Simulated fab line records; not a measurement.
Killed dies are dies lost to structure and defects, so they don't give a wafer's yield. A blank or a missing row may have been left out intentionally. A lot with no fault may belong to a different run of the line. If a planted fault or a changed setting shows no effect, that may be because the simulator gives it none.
Comparing a struck lot with a sound one	flow n5Finfet	15 steps out of a route of 1938
Sound: the wafers L898.3, L898.4, L898.6. Struck: wafers L892.2, L892.4, L892.5. At the end, the cause is stated.
For every step that has rows: the tool of each side, followed by ch and its chambers, followed by its first start. Under that, the readings that differ: sound wafers	struck wafers	difference of the means	sigmas: that difference in standard deviations of wafers without a fault.
alike: readings with means less than 2 such deviations apart, plus words and numbers identical on both sides. not compared: withheld readings, readings lacking a value on some wafer, bounds such as >300 that could conceal the same value, and numbers that have no deviation in the record and whose values overlap.
The two part at a step that has a row with sigmas, a row that says differs or no value, or rows on one side only. When numbers do not overlap yet have no deviation, they are printed without sigmas and do not part them. A reading missing from all wafers of one side parts the sides only when that side holds two or more wafers.

first, 1 step without rows for these wafers: N5_BEOL_M5_DEGAS_44 (time 60 s).
N5_BEOL_M5_PRE_CLEAN_45: time 30 s.
  struck on pvdSputter-02, day 11 02:52; sound on pvdSputter-03, day 12 23:25
  alike: heaterPowerW
then, 1 step without rows for these wafers: N5_BEOL_M5_ALD_86 (deposits TaN, pulse time 2 s, purge time 3 s, co reactant purge time 2 s).
N5_BEOL_M5_SURFACE_TREAT_87:
  struck on pvdSputter-02, day 11 03:15; sound on pvdSputter-03, day 12 23:47
  not compared: pressureMtorr, throttleValvePct
then, 5 steps without rows for these wafers: N5_BEOL_M5_CVD_47 (deposits Co from CCTBA/H2, target thk 3 nm, time 216 s); N5_BEOL_M5_SPUTTER_48 (material Cu, target thk 15 nm, time 27.62 s); N5_BEOL_M5_ANNEAL_49 (time 1800 s); N5_BEOL_M5_SPUTTER_81 (material Cu, target thk 15 nm, time 27.62 s); N5_BEOL_M5_ANNEAL_82 (time 1800 s).
N5_BEOL_M5_SPUTTER_83: material Cu, target thk 15 nm, time 27.62 s.
  struck on pvdSputter-02, day 11 05:50; sound on pvdSputter-03, day 13 02:10
  alike: throttleValvePct
N5_BEOL_M5_ANNEAL_84: time 1800 s.
  struck on pvdSputter-02, day 11 05:55; sound on pvdSputter-03, day 13 02:15
  alike: heaterPowerW, susceptorTempC
N5_BEOL_M5_SPUTTER_88: material Cu, target thk 15 nm, time 27.62 s.
  struck on pvdSputter-02, day 11 06:55; sound on pvdSputter-03, day 13 03:15
  alike: throttleValvePct
N5_BEOL_M5_ANNEAL_89: time 1800 s.
  struck on pvdSputter-02, day 11 06:59; sound on pvdSputter-03, day 13 03:20
  no value came back on the struck wafers for heaterPowerW (W), susceptorTempC (C); on the sound wafers heaterPowerW (W) reads 852 856 843
then, 2 steps without rows for these wafers: N5_BEOL_M5_SPUTTER_90 (material Cu, target thk 4.5 nm, time 8.29 s); N5_PASSIVATION_PROBE_49.

WHERE THEY PART
At N5_BEOL_M5_ANNEAL_89 and nowhere else, as far as this record goes.

WHY: whatever the simulator had introduced
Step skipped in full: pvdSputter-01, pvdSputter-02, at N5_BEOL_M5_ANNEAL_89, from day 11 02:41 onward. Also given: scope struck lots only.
